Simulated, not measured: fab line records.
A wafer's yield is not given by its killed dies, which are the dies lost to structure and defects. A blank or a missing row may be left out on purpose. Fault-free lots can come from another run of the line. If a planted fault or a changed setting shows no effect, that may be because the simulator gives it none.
fab line records	flow n5-finfet
record: lots: 13	wafers: 35	last-day: 18
route steps=1938 shown BEOL_M9@1461 PASSIVATION@1936
lots that met no fault: taken from a fault-free run of the same line
start-h: hours from the record's opening day to when the first of the lot's shown wafers began	wait-h: how many hours have passed since the lot's step before this one	" identical to the entry in the row above	L1.1+2: one row covering several wafers at once	- value missing, or start not given	* or withheld: withheld	< > ~ a bound
route shown NAME@n: NAME is a module with steps in the file, n the number in the route of the first one	usual: mean and standard deviation over wafers with no fault	same: alike in all rows	chamber/n: place in a boat	sites: each site's reading	_std_site: the standard deviation of these	_edge_site: mean of outer sites minus mean of inner sites	radius-mm: how far each site lies from the wafer's centre	mask NAME#n: copy n	behind: tool/chamber where the wafer was last shaped	hold: why the lot went on hold/how many hours it stayed there/how the hold came to an end	device: which transistor (n, p or np) failed to switch	end of line: at the end of the route, the tests of the same wafers	where a step has no rows: the recipe by itself	killed: dies lost to structure and defects at the first sort, not the wafer's yield	map: shows each die of a wafer: x if killed, . if not, _ if none is there
set.NAME: the setting the step ran with; set.NAME@STEP: the setting that earlier step ran with	model.NAME: the simulator's own value behind a step, which no gauge read
a sample of lots followed through the steps of the route, with each step as a table and each wafer as a row
services: a tool's chamber out of use, with start hour (start-h, from the record's first day; less than 0 if before it), hours out, and reason
== steps ==
step: N5_BEOL_M9_SPUTTER_48
recipe: material: Cu	target-thk-a: 120	temp-c: -20	bias-v: 60	power-w: 26000	chamber-pressure-pa: 0.13	time-s: 2
usual: chuck-gas-flow-sccm: 1.27/0.056	throttle-valve-pct: 29.8/1.1
lot.wafer	tool	chamber	start-h	wait-h	chuck-gas-flow-sccm	throttle-valve-pct
L779.2	pvd-sputter-03	-	229.59	1.4	1.20	29.2
L779.4	"	-	"	"	1.39	30.3
L779.6	"	-	"	"	1.26	29.2
L781.1	pvd-sputter-02	-	231.97	0.1	1.21	29.5
L781.2	"	-	"	"	1.21	29.4
L781.3	"	-	"	"	1.26	28.2
L780.3	pvd-sputter-03	-	234.32	0.1	1.25	29.2
L780.4	"	-	"	"	1.23	30.6
L780.6	"	-	"	"	1.28	30.6
L783.1	pvd-sputter-03	-	251.55	0.1	1.26	29.4
L783.5	"	-	"	"	1.29	29.4
L784.4	pvd-sputter-01	-	254.85	0.3	1.25	29.2
L784.5	"	-	"	"	1.46	30.3
L784.6	"	-	"	"	1.22	29.0
L785.2	pvd-sputter-03	-	255.59	0.1	1.21	29.2
L785.3	"	-	"	"	1.24	29.3
L785.4	"	-	"	"	1.26	30.4
L786.4	pvd-sputter-02	-	261.36	0.0	1.31	29.4
L786.5	"	-	"	"	1.28	28.0
L796.2	pvd-sputter-01	-	315.11	0.2	1.25	32.4
L796.6	"	-	"	"	1.42	32.3
L795.1	pvd-sputter-02	-	325.96	0.1	1.31	29.4
L795.4	"	-	"	"	1.32	28.8
L795.5	"	-	"	"	1.20	28.8
L797.5	pvd-sputter-02	-	333.69	0.1	1.21	29.3
L797.6	"	-	"	"	1.31	29.0
L798.2	pvd-sputter-03	-	348.09	0.2	1.31	29.3
L798.3	"	-	"	"	1.40	30.3
L798.4	"	-	"	"	1.33	29.1
L799.3	pvd-sputter-02	-	348.70	0.2	1.25	28.2
L799.5	"	-	"	"	1.18	27.8
L799.6	"	-	"	"	1.26	29.0
L800.3	pvd-sputter-03	-	356.97	0.2	1.30	30.5
L800.4	"	-	"	"	1.32	29.3
L800.5	"	-	"	"	1.26	30.5
step: N5_BEOL_M9_ECD_50
recipe: material: Cu	target-thk-a: 3180
lot.wafer	tool	chamber	start-h	wait-h
L779.2+4+6	ecd-cu-01	0,1,0	229.71	0.1
L781.1+2+3	ecd-cu-01	1,0,1	232.09	0.1
L780.3+4+6	ecd-cu-01	0,1,0	234.47	0.1
L783.1+5	ecd-cu-01	0,1	251.67	0.1
L784.4+5+6	ecd-cu-01	0,1,0	255.00	0.1
L785.2+3+4	ecd-cu-02	0,1,0	255.71	0.1
L786.4+5	ecd-cu-01	1,0	261.61	0.2
L796.2+6	ecd-cu-02	1	315.23	0.1
L795.1+4+5	ecd-cu-02	1,0,0	326.08	0.1
L797.5+6	ecd-cu-02	0,1	333.83	0.1
L798.2+3+4	ecd-cu-01	0,0,1	348.20	0.1
L799.3+5+6	ecd-cu-01	0,0,1	348.85	0.1
L800.3+4+5	ecd-cu-01	0,1,1	357.12	0.1
step: N5_BEOL_M9_CMP_52
recipe: stop-on: SiCOH_lowk	t-overpolish-s: 7	down-force-psi: 1	platen-rpm: 50	clearing-platen-down-force-psi: 1.5	clearing-platen-rpm: 50	post-cmp-clean: cu-alkaline	target-thk-nm: 140	clearing-platen-pad-velocity-m-s: 0.99484	pad-velocity-m-s: 0.99484
usual: motor-current-A: 6.0/0.45	time-to-endpoint-s: 66.3/2.8
lot.wafer	tool	chamber	start-h	wait-h	motor-current-A	time-to-endpoint-s
L779.4	cmp-01	2	230.15	0.2	5.3	67.2
L779.2	"	0	"	"	5.5	72.7
L779.6	"	2	"	"	5.2	70.8
L781.1	cmp-02	3	232.49	0.3	6.2	72.3
L781.3	"	1	"	"	6.1	68.8
L781.2	"	2	"	"	5.7	68.5
L780.4	cmp-04	2	234.88	0.2	6.2	63.0
L780.3	"	3	"	"	6.7	65.3
L780.6	"	2	"	"	5.9	65.3
L783.1	cmp-02	2	252.07	0.3	5.6	64.5
L783.5	"	3	"	"	6.5	40.3
L784.4	cmp-02	1	255.49	0.2	6.7	68.5
L784.6	"	2	"	"	5.4	66.1
L784.5	"	3	"	"	6.7	42.5
L785.3	cmp-01	1	256.59	0.2	6.0	62.1
L785.4	"	3	"	"	6.2	64.3
L785.2	"	0	"	"	5.2	68.1
L786.4	cmp-01	0	263.08	0.2	5.7	70.4
L786.5	"	2	"	"	5.4	38.1
L796.2	cmp-02	0	315.68	0.2	6.6	65.1
L796.6	"	3	"	"	6.5	70.0
L795.4	cmp-01	0	326.48	0.1	5.8	70.0
L795.1	"	2	"	"	5.5	65.8
L795.5	"	1	"	"	6.0	64.6
L797.6	cmp-01	2	334.33	0.2	5.4	65.0
L797.5	"	3	"	"	5.8	63.9
L798.2	cmp-01	3	348.61	0.2	5.8	67.0
L798.3	"	0	"	"	5.8	69.0
L798.4	"	2	"	"	5.4	64.4
L799.3	cmp-04	2	349.53	0.3	6.1	62.8
L799.5	"	3	"	"	6.7	68.0
L799.6	"	0	"	"	5.7	64.1
L800.3	cmp-01	1	357.64	0.3	6.3	64.9
L800.4	"	0	"	"	5.9	72.9
L800.5	"	1	"	"	6.2	65.6
step: N5_BEOL_M9_RS_MEAS_57
recipe: thk-meas-gauge: four-point-probe	reads: Cu_of_BEOL_M9_ECD_50+Co_of_BEOL_M9_CVD_78+TaN_of_BEOL_M9_ALD_74
usual: M9_RS: 0.150/0.0036
lot.wafer	tool	chamber	start-h	wait-h	M9_RS[ohm/sq]
L779.2	film-metro-02	-	230.58	0.1	0.154
L779.4	"	-	"	"	0.153
L779.6	"	-	"	"	0.153
L781.1	film-metro-02	-	232.92	0.1	0.153
L781.2	"	-	"	"	0.145
L781.3	"	-	"	"	0.159
L780.3	film-metro-01	-	235.27	0.1	0.148
L780.4	"	-	"	"	0.161
L780.6	"	-	"	"	0.157
L783.1	film-metro-01	-	252.50	0.1	0.158
L783.5	"	-	"	"	0.146
L784.4	film-metro-02	-	255.82	0.0	0.143
L784.5	"	-	"	"	0.143
L784.6	"	-	"	"	0.152
L785.2	film-metro-02	-	257.02	0.1	0.151
L785.3	"	-	"	"	0.154
L785.4	"	-	"	"	0.153
L786.4	film-metro-02	-	263.39	0.0	0.152
L786.5	"	-	"	"	0.148
L796.2	film-metro-02	-	316.07	0.1	0.156
L796.6	"	-	"	"	0.158
L795.1	film-metro-02	-	326.91	0.1	0.147
L795.4	"	-	"	"	0.150
L795.5	"	-	"	"	0.147
L797.5	film-metro-01	-	334.61	0.0	0.149
L797.6	"	-	"	"	0.155
L798.2	film-metro-01	-	349.04	0.1	0.148
L798.3	"	-	"	"	0.144
L798.4	"	-	"	"	0.148
L799.3	film-metro-02	-	349.85	0.1	0.149
L799.5	"	-	"	"	0.149
L799.6	"	-	"	"	0.150
L800.3	film-metro-01	-	358.08	0.1	0.155
L800.4	"	-	"	"	0.150
L800.5	"	-	"	"	0.148
step: N5_BEOL_M9_INSPECT_58
recipe: inspect-instrument: darkfield	mode: post-dep
usual: raw-defect-count: 70/25
lot.wafer	tool	chamber	start-h	wait-h	raw-defect-count
L779.2	defect-inspect-02	-	230.60	0.0	33
L779.4	"	-	"	"	26
L779.6	"	-	"	"	34
L781.1	defect-inspect-01	-	232.95	0.0	54
L781.2	"	-	"	"	119
L781.3	"	-	"	"	82
L780.3	defect-inspect-02	-	235.30	0.0	51
L780.4	"	-	"	"	56
L780.6	"	-	"	"	60
L783.1	defect-inspect-02	-	252.58	0.1	68
L783.5	"	-	"	"	89
L784.4	defect-inspect-02	-	255.84	0.0	70
L784.5	"	-	"	"	53
L784.6	"	-	"	"	67
L785.2	defect-inspect-02	-	257.04	0.0	106
L785.3	"	-	"	"	69
L785.4	"	-	"	"	57
L786.4	defect-inspect-01	-	263.42	0.0	124
L786.5	"	-	"	"	95
L796.2	defect-inspect-01	-	316.10	0.0	62
L796.6	"	-	"	"	98
L795.1	defect-inspect-01	-	326.94	0.0	59
L795.4	"	-	"	"	53
L795.5	"	-	"	"	50
L797.5	defect-inspect-02	-	334.63	0.0	65
L797.6	"	-	"	"	72
L798.2	defect-inspect-02	-	349.07	0.0	47
L798.3	"	-	"	"	43
L798.4	"	-	"	"	38
L799.3	defect-inspect-01	-	349.88	0.0	114
L799.5	"	-	"	"	70
L799.6	"	-	"	"	37
L800.3	defect-inspect-01	-	358.11	0.0	75
L800.4	"	-	"	"	66
L800.5	"	-	"	"	60
step: N5_PASSIVATION_PROBE_49
usual: defect-limited-yield: 91.2/1.3	killed_at_M0_to_M3: 34/10	killed_at_M4_up: 13/4.6	killed-at-contacts: 13/5.5	killed-at-front-end: 41/12	killed-at-other: 2.8/2.4	killed-dies: 104/16	killed-open: 67/12	killed-short: 33/7.2	sort_bin_5_function: 5.1/0.86	sort_bin_6_memory: 3.3/0.62	sort-n-pass: 1076/16	sort-yield-pct: 91.2/1.3
same: gross-dies: 1180	killed-at-back-side: 0	sort_bin_4_leakage[%]: 0	sort_bin_8_speed[%]: 0
lot.wafer	tool	chamber	start-h	wait-h	defect-limited-yield[%]	killed_at_M0_to_M3	killed_at_M4_up	killed-at-contacts	killed-at-front-end	killed-at-other	killed-dies	killed-open	killed-short	sort_bin_5_function[%]	sort_bin_6_memory[%]	sort-n-pass	sort-yield-pct[%]
L781.1	prober-01	-	298.87	0.0	88.5	30	19	27	58	2	136	100	33	6.9	4.2	1044	88.5
L781.2	prober-01	-	298.92	0.1	92.0	21	19	9	38	7	94	57	36	5.0	2.7	1086	92.0
L781.3	prober-01	-	298.97	0.1	92.5	20	16	8	39	6	89	59	28	4.7	2.6	1091	92.5
L784.4	prober-01	-	317.37	0.2	91.4	35	10	7	50	0	102	68	30	4.7	3.7	1078	91.4
L784.5	prober-01	-	317.42	0.2	91.3	34	17	17	34	1	103	68	28	4.8	3.6	1077	91.3
L784.6	prober-01	-	317.47	0.3	89.8	35	15	11	56	3	120	89	25	5.7	4.4	1060	89.8
L783.1	prober-02	-	317.39	0.0	91.9	33	17	11	31	3	95	55	30	5.0	2.6	1085	91.9
L783.5	prober-02	-	317.59	0.2	91.9	27	18	9	32	10	96	70	22	5.1	2.6	1084	91.9
L795.5	prober-02	-	385.50	0.2	93.4	28	8	8	30	4	78	44	32	3.7	2.6	1102	93.4
L797.5	prober-01	-	390.63	0.2	90.4	34	4	11	63	1	113	70	34	6.2	2.6	1067	90.4
L797.6	prober-01	-	390.68	0.3	92.3	39	15	8	25	4	91	63	25	4.4	3.2	1089	92.3
L799.3	prober-02	-	402.21	0.1	90.8	28	5	9	64	3	109	70	33	5.2	3.3	1071	90.8
L799.5	prober-02	-	402.31	0.2	87.9	36	19	26	59	3	143	94	39	7.3	3.9	1037	87.9
L799.6	prober-02	-	402.36	0.3	89.7	39	10	10	56	6	121	71	47	5.0	4.7	1059	89.7
L798.2	prober-01	-	407.35	0.1	91.4	37	16	18	28	2	101	61	34	4.9	3.3	1079	91.4
L798.3	prober-01	-	407.40	0.1	95.0	25	4	12	18	0	59	44	9	2.8	1.9	1121	95.0
L798.4	prober-01	-	407.45	0.2	93.1	26	11	13	30	1	81	56	19	4.4	2.2	1099	93.1
killed by level:class
L781.1 MOL_CONTACT_COAG:geometric-particle:open=21 STI_FIN_REVEAL:geometric-particle:open=19 BEOL_M4:geometric-particle:open=12 FIN_SAQP:geometric-particle:open=10 BEOL_M3:geometric-particle:open=10 FIN_SAQP:geometric-particle:short=8 MOL_CONTACT_COAG:geometric-particle:short=6 STI_FIN_REVEAL:geometric-particle:short=5
L781.2 FIN_SAQP:geometric-particle:open=10 BEOL_M3:geometric-particle:open=7 STI_FIN_REVEAL:geometric-particle:open=7 FIN_SAQP:geometric-particle:short=6 MOL_CONTACT_COAG:geometric-particle:open=6 BEOL_M4:geometric-particle:open=6 BEOL_M4:geometric-particle:short=6 BEOL_M0_SAQP:geometric-particle:open=3
L781.3 FIN_SAQP:geometric-particle:open=12 FIN_SAQP:geometric-particle:short=11 MOL_CONTACT_COAG:geometric-particle:open=7 BEOL_M4:geometric-particle:open=7 STI_FIN_REVEAL:geometric-particle:open=5 BEOL_M3:geometric-particle:open=5 BEOL_M0:geometric-particle:open=4 BEOL_M0_SAQP:geometric-particle:short=3
L784.4 STI_FIN_REVEAL:geometric-particle:open=17 BEOL_M3:geometric-particle:open=7 BEOL_M1:geometric-particle:open=7 FIN_SAQP:geometric-particle:short=6 BEOL_M0_SAQP:geometric-particle:open=6 BEOL_M2:geometric-particle:open=6 GATE_CUT:geometric-particle:short=5 FIN_SAQP:geometric-particle:open=4
L783.1 MOL_CONTACT_COAG:geometric-particle:open=10 BEOL_M4:geometric-particle:open=9 FIN_SAQP:geometric-particle:short=7 BEOL_M2:geometric-particle:open=7 BEOL_M0_SAQP:geometric-particle:short=6 FIN_SAQP:geometric-particle:open=5 BEOL_M3:geometric-particle:open=5 BEOL_M3:geometric-particle:short=4
L784.5 MOL_CONTACT_COAG:geometric-particle:open=14 BEOL_M0_SAQP:geometric-particle:short=9 DUMMY_GATE:geometric-particle:open=7 BEOL_M3:geometric-particle:open=7 GATE_CUT:geometric-particle:short=6 BEOL_M4:geometric-particle:open=6 BEOL_M2:geometric-particle:open=5 STI_FIN_REVEAL:geometric-particle:open=4
L784.6 DUMMY_GATE:geometric-particle:open=21 MOL_CONTACT_COAG:geometric-particle:open=10 STI_FIN_REVEAL:geometric-particle:open=9 BEOL_M0_SAQP:geometric-particle:short=7 FIN_SAQP:geometric-particle:open=6 BEOL_M0_SAQP:geometric-particle:open=6 BEOL_M3:geometric-particle:open=6 BEOL_M5:geometric-particle:open=6
L783.5 MOL_CONTACT_COAG:geometric-particle:open=8 BEOL_M0_SAQP:geometric-particle:open=8 DUMMY_GATE:geometric-particle:open=7 BEOL_M3:geometric-particle:open=7 BEOL_M5:geometric-particle:open=7 GATE_CUT:geometric-particle:short=6 FIN_SAQP:geometric-particle:short=5 BEOL_M1:geometric-particle:open=5
L795.5 BEOL_M0_SAQP:geometric-particle:short=9 FIN_SAQP:geometric-particle:short=6 FIN_SAQP:geometric-particle:open=5 BEOL_M0_SAQP:geometric-particle:open=5 MOL_CONTACT_COAG:geometric-particle:open=5 GATE_CUT:geometric-particle:short=4 BEOL_M2:geometric-particle:open=4 STI_FIN_REVEAL:geometric-particle:open=3
L797.5 STI_FIN_REVEAL:geometric-particle:open=14 FIN_SAQP:geometric-particle:open=12 FIN_SAQP:geometric-particle:short=9 BEOL_M0_SAQP:geometric-particle:open=9 BEOL_M1:geometric-particle:open=7 DUMMY_GATE:geometric-particle:open=7 MOL_CONTACT_COAG:geometric-particle:short=6 BEOL_M2:geometric-particle:open=6
L797.6 BEOL_M0_SAQP:geometric-particle:open=10 STI_FIN_REVEAL:geometric-particle:open=7 MOL_CONTACT_COAG:geometric-particle:open=7 BEOL_M0_SAQP:geometric-particle:short=7 BEOL_M0:geometric-particle:open=7 GATE_CUT:geometric-particle:short=6 BEOL_M4:geometric-particle:open=5 BEOL_M2:geometric-particle:open=5
L799.3 FIN_SAQP:geometric-particle:open=22 FIN_SAQP:geometric-particle:short=12 STI_FIN_REVEAL:geometric-particle:open=8 MOL_CONTACT_COAG:geometric-particle:open=7 BEOL_M0_SAQP:geometric-particle:open=6 BEOL_M0:geometric-particle:open=5 ILD0:geometric-particle:short=4 BEOL_M0_SAQP:geometric-particle:short=4
L799.5 MOL_CONTACT_COAG:geometric-particle:open=20 FIN_SAQP:geometric-particle:open=19 BEOL_M0_SAQP:geometric-particle:open=12 FIN_SAQP:geometric-particle:short=8 BEOL_M0_SAQP:geometric-particle:short=7 BEOL_M2:geometric-particle:open=7 STARTING-WAFER:geometric-particle:short=7 STI_FIN_REVEAL:geometric-particle:open=5
L799.6 FIN_SAQP:geometric-particle:short=20 FIN_SAQP:geometric-particle:open=16 BEOL_M0_SAQP:geometric-particle:short=11 BEOL_M0_SAQP:geometric-particle:open=9 STI_FIN_REVEAL:geometric-particle:open=8 MOL_CONTACT_COAG:geometric-particle:open=8 BEOL_M2:geometric-particle:open=6 ILD0:geometric-particle:open=4
L798.2 MOL_CONTACT_COAG:geometric-particle:open=12 BEOL_M0_SAQP:geometric-particle:short=10 BEOL_M2:geometric-particle:open=7 STI_FIN_REVEAL:geometric-particle:open=6 MOL_CONTACT_COAG:geometric-particle:short=6 BEOL_M1:geometric-particle:open=5 BEOL_M0_SAQP:geometric-particle:open=5 BEOL_M4:geometric-particle:open=5
L798.3 BEOL_M3:geometric-particle:open=10 MOL_CONTACT_COAG:geometric-particle:open=8 STI_FIN_REVEAL:geometric-particle:open=4 MOL_CONTACT_COAG:geometric-particle:short=4 BEOL_M2:geometric-particle:open=4 DUMMY_GATE:geometric-particle:open=3 BEOL_M0_SAQP:geometric-particle:open=3 STARTING-WAFER:geometric-particle:open=3
L798.4 MOL_CONTACT_COAG:geometric-particle:open=11 BEOL_M1:geometric-particle:open=9 FIN_SAQP:geometric-particle:open=5 BEOL_M3:geometric-particle:open=5 FIN_SAQP:geometric-particle:short=3 STI_FIN_REVEAL:geometric-particle:short=3 STI_FIN_REVEAL:geometric-particle:open=3 DUMMY_GATE:geometric-particle:open=3
== services ==
tool	chamber	start-h	hours	kind
cmp-01	-	207.51	4.9	pm
cmp-02	-	214.68	4.4	repair
cmp-01	-	221.30	2.3	repair
cmp-04	-	239.55	1.1	repair
ecd-cu-01	-	267.36	0.4	repair
cmp-01	-	268.13	1.9	repair
cmp-04	-	270.86	6.2	pm
cmp-01	-	289.09	4.0	pm
cmp-01	-	293.09	-	consumable-replace:conditioner
cmp-01	-	293.09	-	consumable-replace:pad
cmp-02	-	297.12	0.5	repair
cmp-02	-	321.56	0.3	repair
cmp-04	-	355.32	2.5	repair
== key ==
first-sign: step: N5_BEOL_M9_CMP_52	reading: time-to-endpoint-s	direction: down	sigmas: 9.3	usual: *	struck: *
effect none on later readings
met-at N5_BEOL_M9_ECD_50
struck-lots L783,L784,L786
struck-wafers L783.5,L784.5,L786.5
not-acting-at N5_BEOL_M9_SPUTTER_48,N5_BEOL_M9_RS_MEAS_57,N5_BEOL_M9_INSPECT_58
onset-between 234.47 251.67
fault: kind: process-parameter-drift	tool: ecd-cu-01	chamber: -	onset-h: 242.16	steps: N5_BEOL_M9_ECD_50	channel: target-thk-a	offset: *	shape: step	end-h: 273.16	scope: struck-wafers-only	acts-in: *	stated: *
